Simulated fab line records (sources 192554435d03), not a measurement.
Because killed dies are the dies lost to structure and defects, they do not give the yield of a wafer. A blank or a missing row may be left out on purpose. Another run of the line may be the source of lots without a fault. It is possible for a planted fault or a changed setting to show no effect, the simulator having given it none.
The tool behind it: which one? ; flow n5-finfet ; 24 lots with 72 wafers sampled at 4 steps, on a route of 1938 steps

WHAT THE GAUGES READ, wafer by wafer
N5_BEOL_M0_SAQP_CD_MEAS_40: the cd target is 30 nm. Usual: cd-nm reads 29.96 nm (standard deviation 0.25).
lot;measured;on;cd-nm (nm);flag
L074;day 5 16:11;cd-sem-02;29.95 29.79 29.94;
L075;day 6 05:43;cd-sem-02;29.64 30.11 29.99;
L076;day 6 06:50;cd-sem-01;30.20 29.95 30.09;
L077;day 6 10:12;cd-sem-03;30.12 29.64 29.92;
L078;day 6 16:54;cd-sem-01;30.22 29.62 30.13;
L079;day 6 19:16;cd-sem-03;29.81 30.00 29.84;
L080;day 7 01:25;cd-sem-02;29.86 29.68 30.12;
L081;day 7 09:28;cd-sem-01;30.08 30.06 29.82;
L082;day 7 16:35;cd-sem-03;30.22 29.79 30.03;
L083;day 7 21:18;cd-sem-01;30.30 30.22 29.71;
L084;day 8 08:59;cd-sem-02;30.09 29.92 30.12;
L085;day 8 10:40;cd-sem-02;30.01 30.46 30.15;
L086;day 8 17:22;cd-sem-01;29.63 29.61 30.08;
L087;day 9 03:40;cd-sem-02;29.68 29.55 29.60;
L088;day 9 03:53;cd-sem-01;29.82 29.89 29.43;
L089;day 9 11:40;cd-sem-01;30.24 29.50 29.79;
L090;day 9 16:26;cd-sem-01;29.89 30.15 29.74;
L091;day 10 03:23;cd-sem-03;29.83 29.68 29.91;
L092;day 10 03:59;cd-sem-01;29.86 30.02 30.23;
L093;day 10 17:26;cd-sem-03;30.03 30.07 30.25;
L094;day 11 00:20;cd-sem-03;29.67 30.02 30.04;
L095;day 11 00:35;cd-sem-03;30.27 29.77 29.82;
L096;day 11 10:25;cd-sem-03;30.49 30.09 30.03;
L097;day 11 12:43;cd-sem-03;29.84 30.22 29.86;

N5_BEOL_M0_SAQP_OVL_MEAS_41. Usual: M0_CUT1_OVL gives -0.7 nm (standard deviation 0.57).
lot;measured;on;M0_CUT1_OVL (nm);flag
L074;day 5 16:14;overlay-02;-1.1 -0.1 -0.6;
L075;day 6 05:45;overlay-01;-1.4 -1.5 -1.2;
L076;day 6 06:52;overlay-01;-1.2 0.1 -0.1;
L077;day 6 10:14;overlay-02;-1.0 0.5 -0.5;
L078;day 6 16:56;overlay-02;-0.9 -0.4 -1.5;
L079;day 6 19:18;overlay-02;-1.0 -0.7 -0.5;
L080;day 7 01:26;overlay-01;-1.3 -1.0 -1.0;
L081;day 7 09:31;overlay-02;0.1 -0.2 -0.7;
L082;day 7 16:37;overlay-01;-1.0 -0.5 -0.8;
L083;day 7 21:21;overlay-01;-0.9 -0.4 -0.7;
L084;day 8 09:01;overlay-01;-0.2 0.8 0.0;
L085;day 8 10:42;overlay-01;0.0 -0.5 -0.5;
L086;day 8 17:25;overlay-01;-0.6 -0.6 -0.7;
L087;day 9 03:42;overlay-02;0.4 -0.4 -0.3;
L088;day 9 03:55;overlay-01;-1.6 -0.8 -1.3;
L089;day 9 11:42;overlay-01;-1.1 -1.0 -0.9;
L090;day 9 16:28;overlay-01;-1.2 -0.7 -1.1;
L091;day 10 03:25;overlay-01;-0.4 -0.5 -0.9;
L092;day 10 04:01;overlay-01;-1.1 -1.9 -0.5;
L093;day 10 17:28;overlay-01;-0.8 -2.0 -1.1;
L094;day 11 00:23;overlay-01;-0.9 -1.6 -1.7;
L095;day 11 00:37;overlay-01;-1.1 0.0 0.1;
L096;day 11 10:28;overlay-01;-1.4 -0.4 -1.4;
L097;day 11 12:46;overlay-02;-0.6 -0.1 0.4;

TOOL THAT RAN EACH LOT (tool first, then ch and the chambers of the sampled wafers, then the start)
lot;N5_BEOL_M0_SAQP_DESCUM_19;N5_BEOL_M0_SAQP_STRIP_86
L074;rie-diel-02 ch 0,3, day 5 12:28;rie-diel-02 ch 1,2,3, day 5 12:56
L075;rie-diel-01 ch 0,1,3, day 6 01:37;rie-diel-01 ch 0,2,3, day 6 01:59
L076;rie-diel-03 ch 0,1,2, day 6 02:49;rie-diel-03 ch 1,2,3, day 6 03:19
L077;rie-diel-03 ch 1,2,3, day 6 06:10;rie-diel-03 ch 0,1, day 6 06:34
L078;rie-diel-03 ch 2,3, day 6 13:10;rie-diel-02 ch 0,2,3, day 6 13:32
L079;rie-diel-02 ch 0,1,2, day 6 14:58;rie-diel-03 ch 0,1, day 6 15:29
L080;rie-diel-01 ch 1,2,3, day 6 21:16;rie-diel-02 ch 0,1,2, day 6 21:38
L081;rie-diel-01 ch 1,2,3, day 7 05:50;rie-diel-01 ch 1,2,3, day 7 06:13
L082;rie-diel-03 ch 0,3, day 7 11:47;rie-diel-01 ch 1,2,3, day 7 12:10
L083;rie-diel-01 ch 1,2, day 7 17:07;rie-diel-01 ch 0,1,3, day 7 17:29
L084;rie-diel-03 ch 0,2, day 8 04:54;rie-diel-02 ch 0,2, day 8 05:17
L085;rie-diel-02 ch 1,2,3, day 8 06:41;rie-diel-03 ch 0,1,3, day 8 07:04
L086;rie-diel-02 ch 0,3, day 8 13:09;rie-diel-02 ch 0,2,3, day 8 13:32
L087;rie-diel-03 ch 0,2,3, day 8 23:53;rie-diel-03 ch 1,3, day 9 00:16
L088;rie-diel-01 ch 1,2,3, day 9 00:08;rie-diel-01 ch 0,1,2, day 9 00:30
L089;rie-diel-03 ch 0,2,3, day 9 07:34;rie-diel-01 ch 2,3, day 9 07:57
L090;rie-diel-03 ch 0,1,3, day 9 12:34;rie-diel-01 ch 0,2, day 9 13:04
L091;rie-diel-01 ch 1,2,3, day 9 23:14;rie-diel-02 ch 1,3, day 9 23:39
L092;rie-diel-02 ch 1,3, day 9 23:52;rie-diel-03 ch 0,2,3, day 10 00:14
L093;rie-diel-01 ch 0,1,3, day 10 13:36;rie-diel-02 ch 1,2,3, day 10 14:04
L094;rie-diel-01 ch 0,2, day 10 17:28;rie-diel-01 ch 0,1,2, day 10 17:50
L095;rie-diel-03 ch 0,1,2, day 10 17:41;rie-diel-03 ch 1,2,3, day 10 18:03
L096;rie-diel-03 ch 0,1,2, day 11 06:01;rie-diel-02 ch 0,2,3, day 11 06:22
L097;rie-diel-03 ch 0,1,2, day 11 07:14;rie-diel-02 ch 0,1,2, day 11 07:40
- N5_BEOL_M0_SAQP_DESCUM_19: chemistry O2, time 7.9 s.
- N5_BEOL_M0_SAQP_STRIP_86: strips in N2/H2.

AS READ BY THE TOOLS THEMSELVES (means over the sampled wafers that have a number; for cases with no such wafer, the mark the record gives instead)
N5_BEOL_M0_SAQP_DESCUM_19. Usual: drypump-motor-current-A 6.0 A, standard deviation 0.41; o2-flow-sccm 225.1 sccm, standard deviation 0.75; oes-product-au 0.79 a.u., standard deviation 0.096; rf-vpp-V 243.2 V, standard deviation 1.1; showerhead-plenum-p-Torr 2.08 Torr, standard deviation 0.058; throttle-valve-pct 20.41 %, standard deviation 0.24.
lot;tool;drypump-motor-current-A (A);o2-flow-sccm (sccm);oes-product-au (a.u.);rf-vpp-V (V);showerhead-plenum-p-Torr (Torr);throttle-valve-pct (%);flag
L074;rie-diel-02;6.4;224.8;0.87;243.9;2.10;20.08;
L075;rie-diel-01;6.0;224.9;0.79;243.1;2.08;20.37;
L076;rie-diel-03;5.9;225.4;0.74;243.0;2.09;20.47;
L077;rie-diel-03;6.3;225.1;0.71;243.9;2.11;20.49;
L078;rie-diel-03;6.4;225.5;0.71;243.8;2.15;20.50;
L079;rie-diel-02;6.0;224.7;0.77;242.3;2.04;20.55;
L080;rie-diel-01;6.0;224.4;0.80;243.4;2.10;20.47;
L081;rie-diel-01;6.0;225.4;0.79;244.0;2.09;20.47;
L082;rie-diel-03;5.6;224.1;0.77;243.8;2.14;20.43;
L083;rie-diel-01;6.0;224.9;0.78;244.2;2.13;20.53;
L084;rie-diel-03;6.1;224.8;0.74;243.3;2.10;20.51;
L085;rie-diel-02;5.7;225.9;0.72;241.3;1.98;20.57;
L086;rie-diel-02;6.3;225.0;0.84;243.4;2.09;20.11;
L087;rie-diel-03;6.1;224.8;0.74;243.8;2.12;20.50;
L088;rie-diel-01;6.0;224.5;0.78;242.8;2.09;20.49;
L089;rie-diel-03;6.1;225.7;0.73;244.0;2.12;20.50;
L090;rie-diel-03;5.8;224.6;0.81;242.8;2.11;20.36;
L091;rie-diel-01;6.0;225.3;0.78;244.2;2.09;20.49;
L092;rie-diel-02;5.7;225.4;0.74;241.8;2.00;20.67;
L093;rie-diel-01;6.1;225.0;0.84;243.2;2.07;20.27;
L094;rie-diel-01;6.1;224.1;0.85;244.2;2.12;20.11;
L095;rie-diel-03;5.9;225.2;0.80;243.3;2.08;20.40;
L096;rie-diel-03;5.9;225.2;0.80;243.4;2.08;20.40;
L097;rie-diel-03;5.9;224.9;0.80;242.8;2.08;20.40;

N5_BEOL_M0_SAQP_STRIP_86. Usual: drypump-motor-current-A 6.0 A, standard deviation 0.38; oes-product-au 0.78 a.u., standard deviation 0.099; rf-vpp-V 121.9 V, standard deviation 1.5; showerhead-plenum-p-Torr 3.33 Torr, standard deviation 0.099; throttle-valve-pct 18.9 %, standard deviation 0.41.
lot;tool;drypump-motor-current-A (A);oes-product-au (a.u.);rf-vpp-V (V);showerhead-plenum-p-Torr (Torr);throttle-valve-pct (%);flag
L074;rie-diel-02;5.8;0.74;121.6;3.21;19.1;
L075;rie-diel-01;6.0;0.72;123.0;3.41;19.1;
L076;rie-diel-03;6.3;0.71;122.8;3.37;18.9;
L077;rie-diel-03;5.7;0.72;122.4;3.33;18.6;
L078;rie-diel-02;6.1;0.78;121.4;3.28;18.8;
L079;rie-diel-03;5.6;0.73;121.5;3.32;18.6;
L080;rie-diel-02;6.0;0.77;122.1;3.27;18.8;
L081;rie-diel-01;6.0;0.79;121.9;3.37;19.1;
L082;rie-diel-01;6.0;0.78;122.2;3.36;19.1;
L083;rie-diel-01;6.0;0.88;120.3;3.34;18.8;
L084;rie-diel-02;6.0;0.73;120.5;3.26;18.9;
L085;rie-diel-03;5.9;0.82;120.4;3.37;18.7;
L086;rie-diel-02;6.1;0.77;123.0;3.27;18.8;
L087;rie-diel-03;6.2;0.79;122.7;3.40;18.8;
L088;rie-diel-01;6.1;0.86;122.9;3.38;18.8;
L089;rie-diel-01;5.9;0.72;120.2;3.38;19.4;
L090;rie-diel-01;6.2;0.86;120.8;3.42;18.6;
L091;rie-diel-02;5.8;0.74;121.7;3.20;19.0;
L092;rie-diel-03;6.1;0.72;122.4;3.37;19.0;
L093;rie-diel-02;5.8;0.83;122.4;3.33;19.0;
L094;rie-diel-01;6.1;0.84;122.3;3.37;18.7;
L095;rie-diel-03;6.3;0.77;120.2;3.35;18.8;
L096;rie-diel-02;6.1;0.86;121.5;3.40;18.8;
L097;rie-diel-02;6.0;0.86;121.4;3.39;18.7;

THE ANSWER, worked out from the rows above alone
Rule: a lot is off if the mean of its wafers that have a number lies more than 3 standard deviations from the usual mean. Also off: a lot with no number at a reading for which 4 or more lots have one. Where the step has rows for the other lots, those lots are counted as sound. After the gauges, taken in route order, come the tools' own readings; for these a lot's mean is taken, as printed above. At the first step where some lot is off, the reading lying furthest off is the one used; lots without a number count as furthest.
None of the lots is off at any reading shown; this tells nothing.

WHAT THE SIMULATOR PUT IN
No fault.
